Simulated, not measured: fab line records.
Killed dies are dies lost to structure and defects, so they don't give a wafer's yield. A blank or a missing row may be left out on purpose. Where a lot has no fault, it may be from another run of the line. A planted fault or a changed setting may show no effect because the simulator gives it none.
Which of the tools did it?	flow nand harc	6 lots, 18 wafers sampled, at 6 steps of a route of 1302

WHAT EACH GAUGE READ, for each wafer
NHARC_END_SORT_01.
lot	measured	on	defect limited yield (%)

WHICH TOOL RAN EACH LOT (tool, then ch and the chambers of the sampled wafers, then the start)
lot	NHARC_P_M2_DESCUM_14	NHARC_P_M2_ETCH_35	NHARC_P_M2_ECD_22	NHARC_P_M2_CMP_23	NHARC_P_BONDPAD_CMP_32
L394	rie diel-02 ch 0,2,3, day 7 04:17	rie diel-02 ch 0,1, day 7 04:22	ecd cu-02 ch 0,1, day 7 05:47	cmp-03 ch 0,2,3, day 7 06:29	cmp-02 ch 1,2, day 7 08:24
L396	rie diel-02 ch 1,2,3, day 8 04:15	rie diel-02 ch 0,1,2, day 8 04:20	ecd cu-01 ch 0,1, day 8 05:45	cmp-02 ch 0,2,3, day 8 06:28	cmp-04 ch 0,1,2, day 8 07:54
L408	rie diel-02 ch 1,3, day 13 01:01	rie diel-02 ch 0,2,3, day 13 01:06	ecd cu-01 ch 0,1, day 13 02:24	cmp-03 ch 1,2,3, day 13 03:09	cmp-02 ch 0,1,2, day 13 04:37
L411	rie diel-02 ch 1,2,3, day 14 11:56	rie diel-02 ch 0,1,3, day 14 12:01	ecd cu-01 ch 0,1, day 14 13:25	cmp-03 ch 1,2, day 14 14:02	cmp-01 ch 0,2,3, day 14 15:33
L413	rie diel-03 ch 0,1,3, day 15 07:14	rie diel-03 ch 0,1,2, day 15 07:19	ecd cu-01 ch 0,1, day 15 08:40	cmp-03 ch 0,1,2, day 15 09:25	cmp-02 ch 1,2,3, day 15 10:50
L415	rie diel-11 ch 0,2, day 15 22:05	rie diel-11 ch 1,3, day 15 22:11	ecd cu-02 ch 0,1, day 15 23:32	cmp-02 ch 0,1,2, day 16 00:20	cmp-04 ch 0,1, day 16 01:44
- NHARC_P_M2_DESCUM_14: chemistry O2, time 3 s.
- NHARC_P_M2_ETCH_35: etches the open film in N2/H2, target depth 40 nm, overetch 12 nm, time 43.94 s.
- NHARC_P_M2_ECD_22: material Cu, target thk 400 nm.
- NHARC_P_M2_CMP_23: polishes, t overpolish 20 s, target thk 144.3 nm.
- NHARC_P_BONDPAD_CMP_32: polishes SiCN, target thk 200 nm.

THE ANSWER, worked out from the rows above alone
Rule: usual is defined by the lots themselves. The widest of any qualifying gaps counts: lots, ordered by their means at a reading, are off when they make up no more than a third of the lots, leave a main group of 4 or more, and stand apart from it by 3 or more times the standard deviation of that group's means. If all means in a main group match to the digits the tables above print for the reading, that group is not used. A lot without any number at a reading at which 4 lots or more have one is off too. Where the step has rows for the other lots, those lots are counted as sound.
Across all readings shown, no lot is off: no conclusion can be drawn from this.

WHAT HAD BEEN PUT IN BY THE SIMULATOR
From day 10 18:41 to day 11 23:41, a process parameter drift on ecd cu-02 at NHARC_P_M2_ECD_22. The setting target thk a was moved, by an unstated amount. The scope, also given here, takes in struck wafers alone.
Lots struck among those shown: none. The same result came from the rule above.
